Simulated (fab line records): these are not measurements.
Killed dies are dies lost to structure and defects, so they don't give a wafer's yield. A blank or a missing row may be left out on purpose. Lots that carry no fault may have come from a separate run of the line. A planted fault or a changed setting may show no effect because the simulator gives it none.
Problem report in the 8D (eight disciplines) form, filled by code    flow n5Finfet    the parts of the form that need people (team, actions taken, sign-off) are left out

## 1. THE PROBLEM
spinSpeedRpm at N5_BEOL_M0_CUTY_COAT_50 reads a mean of 1648.0 rpm on 6 wafers of 2 lots; wafers without a fault read 1500.1 rpm with a standard deviation of 0.93. That is +99 or more standard deviations from the usual mean.
The step: time 60 s, resist thk 15 nm.
First observed at day 9 17:13: wafer L568.3, on lithoTrack-05. Wafers with a number at this step in the record: 18, from 6 lots. By rule, "out" or "out of limits" means more than 4 standard deviations away from the usual mean. The other wafers with a number count as sound.

## 2. WHAT IT IS, AND WHAT IT ISN'T
question                     is                      is not
which readings at this step  spinSpeedRpm            dispensePressureKPa
which lots                   L568, L569              L562, L563, L567, L574
which wafers of those lots   all that have a number  -
read on which tools          lithoTrack-05           lithoTrack-02, lithoTrack-04
when                         from day 9 17:13        up to then (9 sound wafers); but 3 sound wafers of L574 came after

## 3. THE SUSPECTS, EACH WITH WHAT RULES IT OUT
Counting: a tool at a process step up to the reading stays a suspect if it ran every lot that is out and no sound lot after the first of them.
- rieDiel-02 at N5_BEOL_M0_SAQP_DESCUM_45 (chemistry O2, time 7 s): kept. It processed each lot that is out, first L568 at day 9 16:12, and no sound lot thereafter; up to then, the last sound lot it processed was L562 at day 7 21:43.
- rieDiel-02 at N5_BEOL_M0_SAQP_ETCH_88 (etches underlayer in N2/H2, target depth 6.5 nm, time 5.2 s): kept. It processed each lot that is out, first L568 at day 9 16:14, and no sound lot thereafter; up to then, the last sound lot it processed was L562 at day 7 21:46.
- rieDiel-02 at N5_BEOL_M0_SAQP_ETCH_73 (etches SiARC in CF4, target depth 19.5 nm, time 32.5 s): kept. It processed each lot that is out, first L568 at day 9 16:15, and no sound lot thereafter; up to then, the last sound lot it processed was L562 at day 7 21:46.
- rieDiel-02 at N5_BEOL_M0_SAQP_CUT_ETCH_46 (etches SOC in N2/H2, target depth 135 nm, overetch 27 nm, time 202.5 s): kept. It processed each lot that is out, first L568 at day 9 16:17, and no sound lot thereafter; up to then, the last sound lot it processed was L562 at day 7 21:48.
- rieDiel-02 at N5_BEOL_M0_SAQP_STRIP_75 (strips in CF4): ruled out as a lasting fault. Sound lots L574 ran on it after its first lot that is out, L568 (day 9 17:10).
- lithoTrack-05 at N5_BEOL_M0_CUTY_COAT_50 (time 60 s, resist thk 15 nm): kept. It processed each lot that is out, first L568 at day 9 17:13, and no sound lot thereafter; up to then, the last sound lot it processed was L563 at day 8 06:30. Its own readings are out on those wafers: spinSpeedRpm.
Left after counting: rieDiel-02 at N5_BEOL_M0_SAQP_DESCUM_45, rieDiel-02 at N5_BEOL_M0_SAQP_ETCH_88, rieDiel-02 at N5_BEOL_M0_SAQP_ETCH_73, rieDiel-02 at N5_BEOL_M0_SAQP_CUT_ETCH_46, lithoTrack-05 at N5_BEOL_M0_CUTY_COAT_50.

## 4. THE CAUSE (what the simulator had put in)
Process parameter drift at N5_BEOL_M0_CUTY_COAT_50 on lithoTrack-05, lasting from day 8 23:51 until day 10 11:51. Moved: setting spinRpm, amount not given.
This tool is one of the 5 suspects left after counting.

## 5. SEQUENCE OF EFFECTS, ordered by route
Each row: a reading where the mean over the struck wafers with a number is more than 3 standard deviations away from the usual. Only readings whose record carries a usual standard deviation are examined. hours: median over the lots of the time between each lot's start at the first step of this table that gives one and its start at this step. sigmas: the change, counted in usual standard deviations.
hours  step                     reading       usual       on struck wafers  change  sigmas
0      N5_BEOL_M0_CUTY_COAT_50  spinSpeedRpm  1500.1 rpm  1648.0            +147.9  +99 or more
Here are the process steps it includes:
- N5_BEOL_M0_CUTY_COAT_50: time 60 s, resist thk 15 nm.
Later measuring or inspecting steps at which every struck wafer that the step has a row for has a number for every such reading, and none has moved that far: N5_BEOL_M4_RC_MEAS_101.

## 6. WHAT WOULD HAVE CAUGHT IT SOONER
In this record no reading fell out of limits until day 9 17:13, 17 hours after the fault had begun at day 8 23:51.
